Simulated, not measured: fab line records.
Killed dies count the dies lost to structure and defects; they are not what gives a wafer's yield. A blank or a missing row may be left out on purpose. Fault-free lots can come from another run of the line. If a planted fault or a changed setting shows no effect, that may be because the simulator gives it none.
What tool caused it? -- flow nand-harc -- 45 wafers from 15 lots sampled at 4 of the route's 1302 steps

## WHAT THE GAUGES READ, wafer by wafer
NHARC_P_M1_CD_MEAS_16.
lot,measured,on,cd-nm (nm)
L753,day 6 11:41,cd-sem-02,131.7 131.2 131.3
L754,day 6 22:17,cd-sem-03,130.2 130.2 129.8
L755,day 7 16:21,cd-sem-03,131.2 130.9 130.3
L758,day 8 18:47,cd-sem-02,129.5 131.4 131.1
L759,day 9 05:16,cd-sem-02,131.1 130.0 129.7
L760,day 9 17:49,cd-sem-01,129.7 130.8 129.5
L761,day 9 23:28,cd-sem-01,129.6 128.9 129.8
L766,day 12 08:23,cd-sem-01,- - -
L767,day 12 08:55,cd-sem-01,- - -
L768,day 13 04:03,cd-sem-03,- - -
L771,day 14 05:28,cd-sem-03,129.7 129.9 129.5
L772,day 14 22:52,cd-sem-02,129.9 132.3 130.6
L773,day 15 10:41,cd-sem-02,129.7 129.9 129.7
L774,day 15 13:26,cd-sem-01,130.2 130.0 127.9
L775,day 15 20:35,cd-sem-03,129.9 129.8 129.8

## TOOL THAT RAN EACH LOT (tool first, then ch and the chambers of the sampled wafers, then the start)
lot,NHARC_P_M0_DESCUM_14,NHARC_P_M0_ETCH_34,NHARC_P_M1_EXPOSE_06
L753,"rie-diel-02 ch 0,1,2, day 6 07:26","rie-diel-02 ch 0,1,3, day 6 07:32","arfi-scanner-02 ch 0, day 6 11:03"
L754,"rie-diel-08 ch 0,1,2, day 6 17:58","rie-diel-08 ch 0,1,2, day 6 18:02","arfi-scanner-01 ch 0, day 6 21:39"
L755,"rie-diel-02 ch 0,2,3, day 7 11:54","rie-diel-02 ch 0,2,3, day 7 12:02","arfi-scanner-02 ch 0, day 7 15:43"
L758,"rie-diel-08 ch 1,2,3, day 8 14:34","rie-diel-08 ch 0,3, day 8 14:38","arfi-scanner-03 ch 0, day 8 18:09"
L759,"rie-diel-04 ch 0,2,3, day 9 00:57","rie-diel-04 ch 1,2,3, day 9 01:01","arfi-scanner-01 ch 0, day 9 04:38"
L760,"rie-diel-02 ch 2,3, day 9 13:28","rie-diel-02 ch 0,2,3, day 9 13:34","arfi-scanner-03 ch 0, day 9 17:11"
L761,"rie-diel-04 ch 1,2,3, day 9 19:06","rie-diel-04 ch 0,1,3, day 9 19:11","arfi-scanner-03 ch 0, day 9 22:50"
L766,"rie-diel-02 ch 1,3, day 12 04:01","rie-diel-02 ch 0,2,3, day 12 04:06","arfi-scanner-03, day 12 07:46"
L767,"rie-diel-02 ch 2,3, day 12 04:34","rie-diel-02 ch 2,3, day 12 04:38","arfi-scanner-02, day 12 08:17"
L768,"rie-diel-02 ch 1,2, day 12 23:34","rie-diel-02 ch 1,2,3, day 12 23:39","arfi-scanner-01, day 13 03:25"
L771,"rie-diel-08 ch 0,1,2, day 14 01:07","rie-diel-08 ch 0,1,2, day 14 01:11","arfi-scanner-03 ch 0, day 14 04:50"
L772,"rie-diel-08 ch 0,1,3, day 14 17:37","rie-diel-08 ch 0,1,3, day 14 17:42","arfi-scanner-01 ch 0, day 14 22:14"
L773,"rie-diel-02 ch 1,2, day 15 06:17","rie-diel-02 ch 0,2, day 15 06:23","arfi-scanner-02 ch 0, day 15 10:04"
L774,"rie-diel-04 ch 1,3, day 15 09:01","rie-diel-04 ch 0,3, day 15 09:09","arfi-scanner-01 ch 0, day 15 12:48"
L775,"rie-diel-04 ch 0,1,3, day 15 16:09","rie-diel-04 ch 0,1,2, day 15 16:14","arfi-scanner-02 ch 0, day 15 19:54"
- NHARC_P_M0_DESCUM_14: chemistry O2, time 3 s.
- NHARC_P_M0_ETCH_34: etches the open film in N2/H2, target depth 40 nm, overetch 12 nm, time 43.94 s.
- NHARC_P_M1_EXPOSE_06: exposes mask P M1, target cd 130 nm.

## AS READ BY THE TOOLS THEMSELVES (means over the sampled wafers that have a number; for cases with no such wafer, the mark the record gives instead)
NHARC_P_M0_DESCUM_14.
lot,tool,drypump-motor-current-A (A),oes-product-au (a.u.),rf-vpp-V (V),showerhead-plenum-p-Torr (Torr),throttle-valve-pct (%)
L753,rie-diel-02,5.7,0.989,58.5,1.97,11.315
L754,rie-diel-08,5.9,1.010,57.0,1.86,11.304
L755,rie-diel-02,5.9,0.996,58.6,1.98,11.307
L758,rie-diel-08,5.7,1.001,58.0,1.88,11.318
L759,rie-diel-04,5.9,1.005,57.3,1.91,11.313
L760,rie-diel-02,5.5,1.003,58.5,1.98,11.313
L761,rie-diel-04,6.1,1.004,58.7,1.87,11.312
L766,rie-diel-02,5.3,1.006,57.6,1.97,11.313
L767,rie-diel-02,5.5,0.996,57.7,1.96,11.318
L768,rie-diel-02,5.4,0.996,57.6,1.93,11.299
L771,rie-diel-08,5.9,1.020,57.0,1.85,11.309
L772,rie-diel-08,6.0,1.015,57.2,1.82,11.313
L773,rie-diel-02,5.4,0.992,57.0,1.93,11.302
L774,rie-diel-04,6.1,0.993,57.8,1.95,11.319
L775,rie-diel-04,5.8,0.994,57.0,1.90,11.312

NHARC_P_M0_ETCH_34.
lot,tool,drypump-motor-current-A (A),oes-product-au (a.u.),rf-vpp-V (V),showerhead-plenum-p-Torr (Torr),throttle-valve-pct (%)
L753,rie-diel-02,5.8,0.994,432.3,2.12,14.160
L754,rie-diel-08,5.9,1.005,429.6,1.99,14.173
L755,rie-diel-02,5.9,0.999,433.3,2.12,14.178
L758,rie-diel-08,6.2,1.005,426.4,1.90,14.173
L759,rie-diel-04,6.1,1.002,428.7,2.00,14.168
L760,rie-diel-02,5.9,1.001,433.5,2.11,14.158
L761,rie-diel-04,5.8,1.004,430.2,2.04,14.178
L766,rie-diel-02,5.9,1.001,432.4,2.11,14.173
L767,rie-diel-02,5.5,0.998,431.5,2.09,14.170
L768,rie-diel-02,5.4,1.000,431.7,2.08,14.168
L771,rie-diel-08,5.9,1.010,428.8,1.97,14.168
L772,rie-diel-08,6.0,1.017,428.1,1.93,14.174
L773,rie-diel-02,5.9,0.994,431.9,2.08,14.177
L774,rie-diel-04,5.8,1.003,433.3,2.11,14.176
L775,rie-diel-04,5.9,1.001,426.8,1.92,14.170

NHARC_P_M1_EXPOSE_06.
lot,tool,exposure-dose-mJ-cm2,focus-offset-nm (nm),reticle-temp-C (C)
L753,arfi-scanner-02,81.87,-1.1,22.85
L754,arfi-scanner-01,81.77,0.2,22.98
L755,arfi-scanner-02,81.99,0.7,23.00
L758,arfi-scanner-03,81.93,-0.7,23.01
L759,arfi-scanner-01,81.91,0.8,22.93
L760,arfi-scanner-03,81.91,0.2,22.95
L761,arfi-scanner-03,81.88,-0.1,23.01
L766,arfi-scanner-03,-,-,-
L767,arfi-scanner-02,-,-,-
L768,arfi-scanner-01,-,-,-
L771,arfi-scanner-03,81.95,-0.2,22.88
L772,arfi-scanner-01,81.93,-0.4,22.99
L773,arfi-scanner-02,81.76,0.4,22.92
L774,arfi-scanner-01,81.85,-0.2,23.17
L775,arfi-scanner-02,81.89,-0.4,22.97

## THE ANSWER, worked out from the rows above alone
Rule: the usual values come from the lots themselves. The widest of any qualifying gaps counts: lots, ordered by their means at a reading, are off when they make up no more than a third of the lots, leave a main group of 4 or more, and stand apart from it by 3 or more times the standard deviation of that group's means. Not used: any main group whose means are identical at the precision the tables above print for the reading. Also off: a lot with no number at a reading for which 4 or more lots have one. All remaining lots with rows at the step are treated as sound. The gauges are gone through in route order, then the tools' own readings, and for those a lot's mean is taken as printed above. At the first step where some lot is off, the reading lying furthest off is the one used; lots without a number count as furthest.
Off, at NHARC_P_M1_CD_MEAS_16 on cd-nm: L766, L767, L768. Without a number there: L766, L767, L768. The main group has a mean of 130.2 nm with a standard deviation of 0.61.
A tool fits if, at a process step before that reading, it ran every lot that is off, and no sound lot after the first of them. The gauges at NHARC_P_M1_CD_MEAS_16 aren't tried: what is off there is off at NHARC_P_M1_EXPOSE_06 too, on other tools, and a gauge's error can't cause that. No candidate that was tried fits.

## WHAT THE SIMULATOR PUT IN
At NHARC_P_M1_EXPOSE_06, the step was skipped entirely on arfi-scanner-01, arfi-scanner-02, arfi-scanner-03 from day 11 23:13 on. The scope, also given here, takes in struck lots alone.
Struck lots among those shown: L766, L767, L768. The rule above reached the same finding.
